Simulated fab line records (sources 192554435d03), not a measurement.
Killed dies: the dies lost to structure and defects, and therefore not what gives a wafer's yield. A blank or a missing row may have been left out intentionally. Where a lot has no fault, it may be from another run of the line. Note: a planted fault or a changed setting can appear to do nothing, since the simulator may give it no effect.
Chamber matching || flow n5_finfet || N5_FIN_CUT_CUT_ETCH_28 on rie_si-05: 4 sister chambers
The step etches Si in HBr/Cl2/O2, target depth 6 nm, time 2.4 s. 8 wafers are shown with their chamber, then 12 later ones without.

## WAFERS PAIRED WITH THEIR CHAMBERS
{"wafer": "L082.6", "chamber": 2, "drypump_motor_current_A (A)": 5.1, "oes_product_au (a.u.)": 1.006}
{"wafer": "L086.3", "chamber": 1, "drypump_motor_current_A (A)": 5.2, "oes_product_au (a.u.)": 1.010}
{"wafer": "L087.1", "chamber": 1, "drypump_motor_current_A (A)": 5.2, "oes_product_au (a.u.)": 1.004}
{"wafer": "L087.2", "chamber": 3, "drypump_motor_current_A (A)": 6.2, "oes_product_au (a.u.)": 1.001}
{"wafer": "L087.4", "chamber": 0, "drypump_motor_current_A (A)": 5.5, "oes_product_au (a.u.)": 1.002}
{"wafer": "L090.1", "chamber": 0, "drypump_motor_current_A (A)": 5.5, "oes_product_au (a.u.)": 0.993}
{"wafer": "L090.2", "chamber": 2, "drypump_motor_current_A (A)": 5.1, "oes_product_au (a.u.)": 0.997}
{"wafer": "L090.6", "chamber": 3, "drypump_motor_current_A (A)": 6.3, "oes_product_au (a.u.)": 0.998}

## WAFERS WITH NO CHAMBER GIVEN
{"wafer": "L091.2", "drypump_motor_current_A (A)": 5.1, "oes_product_au (a.u.)": 1.006}
{"wafer": "L091.3", "drypump_motor_current_A (A)": 5.2, "oes_product_au (a.u.)": 1.012}
{"wafer": "L091.4", "drypump_motor_current_A (A)": 5.5, "oes_product_au (a.u.)": 0.995}
{"wafer": "L095.1", "drypump_motor_current_A (A)": 5.1, "oes_product_au (a.u.)": 1.002}
{"wafer": "L095.2", "drypump_motor_current_A (A)": 5.4, "oes_product_au (a.u.)": 1.000}
{"wafer": "L095.4", "drypump_motor_current_A (A)": 5.2, "oes_product_au (a.u.)": 1.009}
{"wafer": "L096.1", "drypump_motor_current_A (A)": 5.2, "oes_product_au (a.u.)": 1.014}
{"wafer": "L096.3", "drypump_motor_current_A (A)": 5.1, "oes_product_au (a.u.)": 1.004}
{"wafer": "L096.5", "drypump_motor_current_A (A)": 5.2, "oes_product_au (a.u.)": 1.009}
{"wafer": "L097.1", "drypump_motor_current_A (A)": 5.5, "oes_product_au (a.u.)": 0.996}
{"wafer": "L097.4", "drypump_motor_current_A (A)": 6.3, "oes_product_au (a.u.)": 0.984}
{"wafer": "L097.5", "drypump_motor_current_A (A)": 5.2, "oes_product_au (a.u.)": 1.003}

## WHICH CHAMBER EACH ONE RAN IN
{"wafer": "L091.2", "from the rows above": "can't be placed: 2 or 1", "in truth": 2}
{"wafer": "L091.3", "from the rows above": 1, "in truth": 1}
{"wafer": "L091.4", "from the rows above": 0, "in truth": 0}
{"wafer": "L095.1", "from the rows above": 2, "in truth": 2}
{"wafer": "L095.2", "from the rows above": 0, "in truth": 0}
{"wafer": "L095.4", "from the rows above": 1, "in truth": 1}
{"wafer": "L096.1", "from the rows above": 1, "in truth": 1}
{"wafer": "L096.3", "from the rows above": 2, "in truth": 2}
{"wafer": "L096.5", "from the rows above": 1, "in truth": 1}
{"wafer": "L097.1", "from the rows above": 0, "in truth": 0}
{"wafer": "L097.4", "from the rows above": 3, "in truth": 3}
{"wafer": "L097.5", "from the rows above": 1, "in truth": 1}
11 of 12 placed correctly. Cannot be placed on the basis of these rows: 1; the candidates contain the true chamber in 1. Wrongly placed: 0.
How it was worked out, from the rows above alone: a wafer's distance from a chamber is the root of the sum, over the readings, of the square of ((its reading less the chamber's mean) divided by the reading's scatter). If the next closest chamber is less than 2 further off than the closest, the wafer can't be placed; otherwise it belongs to the closest. A chamber's mean is the mean of its shown wafers. The scatter: the root of (the sum of the squares of (reading less its chamber's mean) over the shown wafers, divided by (wafers less chambers)).
